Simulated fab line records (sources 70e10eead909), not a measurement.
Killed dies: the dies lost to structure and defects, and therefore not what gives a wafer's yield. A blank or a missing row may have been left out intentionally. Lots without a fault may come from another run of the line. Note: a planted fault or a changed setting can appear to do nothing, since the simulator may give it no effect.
The tool behind it: which one? ; flow nandHarc ; 24 lots, 72 wafers sampled, at 2 steps of a route of 1302

## WHAT THE GAUGES SHOWED, per wafer
NHARC_A_CHANNEL_HOLE_D2_INSPECT_40.
lot;measured;on;rawDefectCount
L076;day 13 21:20;defectInspect-02;352 355 287
L075;day 13 21:52;defectInspect-02;255 182 226
L074;day 14 01:28;defectInspect-01;254 195 236
L077;day 15 01:08;defectInspect-02;229 243 538
L078;day 15 04:32;defectInspect-01;246 282 382
L080;day 15 16:51;defectInspect-01;176 205 211
L079;day 15 17:15;defectInspect-02;345 237 188
L081;day 16 17:05;defectInspect-02;275 269 222
L082;day 17 02:07;defectInspect-02;200 353 543
L083;day 17 06:20;defectInspect-02;279 283 185
L085;day 17 19:32;defectInspect-02;397 364 324
L084;day 17 22:58;defectInspect-01;287 237 318
L086;day 18 12:43;defectInspect-01;408 490 312
L088;day 19 03:32;defectInspect-02;361 571 400
L087;day 19 07:21;defectInspect-01;245 332 229
L089;day 19 07:43;defectInspect-02;208 239 207
L091;day 19 21:26;defectInspect-01;720 382 508
L090;day 19 22:59;defectInspect-02;287 296 297
L093;day 20 22:14;defectInspect-01;238 166 190
L092;day 20 22:40;defectInspect-02;189 232 300
L094;day 22 02:30;defectInspect-02;227 279 224
L096;day 22 12:00;defectInspect-02;289 316 176
L095;day 22 20:07;defectInspect-01;229 214 257
L097;day 23 08:29;defectInspect-01;216 155 300

## WHAT TOOL EACH LOT RAN ON (gives the tool, then ch and the chambers of the sampled wafers, and finally the start)
lot;NHARC_A_CHANNEL_HOLE_D2_ETCH_22
L076;harEtch-02 ch 1, day 13 16:32
L075;harEtch-01 ch 0,1, day 13 16:46
L074;harEtch-02 ch 0,1, day 13 20:37
L077;harEtch-01 ch 0,1, day 14 20:22
L078;harEtch-02 ch 1, day 14 23:42
L080;harEtch-02 ch 0,1, day 15 12:10
L079;harEtch-01 ch 0,1, day 15 12:31
L081;harEtch-02 ch 1, day 16 12:13
L082;harEtch-01 ch 0,1, day 16 21:16
L083;harEtch-01 ch 0,1, day 17 01:38
L085;harEtch-02 ch 0,1, day 17 14:59
L084;harEtch-01 ch 0,1, day 17 18:19
L086;harEtch-01 ch 1, day 18 07:49
L088;harEtch-01 ch 0,1, day 18 22:48
L087;harEtch-02 ch 0,1, day 19 02:32
L089;harEtch-01 ch 0,1, day 19 02:58
L091;harEtch-01 ch 0,1, day 19 16:31
L090;harEtch-02 ch 0,1, day 19 18:08
L093;harEtch-01 ch 0,1, day 20 17:23
L092;harEtch-02 ch 0,1, day 20 17:55
L094;harEtch-01 ch 0,1, day 21 21:39
L096;harEtch-02 ch 0,1, day 22 07:10
L095;harEtch-02 ch 0,1, day 22 15:21
L097;harEtch-02 ch 0,1, day 23 03:43
- NHARC_A_CHANNEL_HOLE_D2_ETCH_22: etches the open film in C4F8/O2/Ar, time 666.7 s, target depth 1600 nm.

## AS READ BY THE TOOLS THEMSELVES (means over the sampled wafers that have a number; for cases with no such wafer, the mark the record gives instead)
NHARC_A_CHANNEL_HOLE_D2_ETCH_22.
lot;tool;drypumpMotorCurrentA (A);mfcArSccm (sccm);showerheadPlenumPTorr (Torr);throttleValvePct (%)
L076;harEtch-02;5.7;375.7;3.49;32.160
L075;harEtch-01;6.0;373.7;3.64;32.154
L074;harEtch-02;6.2;375.4;3.77;32.151
L077;harEtch-01;6.0;374.6;3.63;32.151
L078;harEtch-02;5.7;374.6;3.48;32.155
L080;harEtch-02;6.0;375.2;3.62;32.148
L079;harEtch-01;6.0;374.7;3.62;32.155
L081;harEtch-02;5.7;373.4;3.47;32.150
L082;harEtch-01;6.0;375.1;3.62;32.157
L083;harEtch-01;6.1;377.1;3.57;32.153
L085;harEtch-02;6.0;374.7;3.91;32.158
L084;harEtch-01;6.1;376.2;3.56;32.157
L086;harEtch-01;5.9;374.7;3.65;32.155
L088;harEtch-01;6.0;375.1;3.59;32.162
L087;harEtch-02;6.0;375.3;3.90;32.152
L089;harEtch-01;6.1;374.7;3.55;32.150
L091;harEtch-01;6.1;375.2;3.55;32.161
L090;harEtch-02;6.0;374.7;3.90;32.150
L093;harEtch-01;6.0;375.3;3.58;32.156
L092;harEtch-02;6.3;374.0;3.87;32.173
L094;harEtch-01;6.1;374.2;3.53;32.151
L096;harEtch-02;6.2;374.8;3.86;32.160
L095;harEtch-02;6.0;373.6;3.88;32.151
L097;harEtch-02;6.2;376.5;3.86;32.159

## THE ANSWER, worked out from the rows above alone
Rule: the lots themselves supply what counts as usual. The widest of any qualifying gaps counts: lots, ordered by their means at a reading, are off when they make up no more than a third of the lots, leave a main group of 4 or more, and stand apart from it by 3 or more times the standard deviation of that group's means. Not used: any main group whose means are identical at the precision the tables above print for the reading. Also off: a lot with no number at a reading for which 4 or more lots have one. Where the step has rows for the other lots, those lots are counted as sound. First the gauges in route order, then the tools' own readings, where a lot's mean is used as printed above. At the first step where some lot is off, the reading lying furthest off is the one used; lots without a number count as furthest.
Across all readings shown, no lot is off: no conclusion can be drawn from this.

## WHAT THE SIMULATOR PUT IN
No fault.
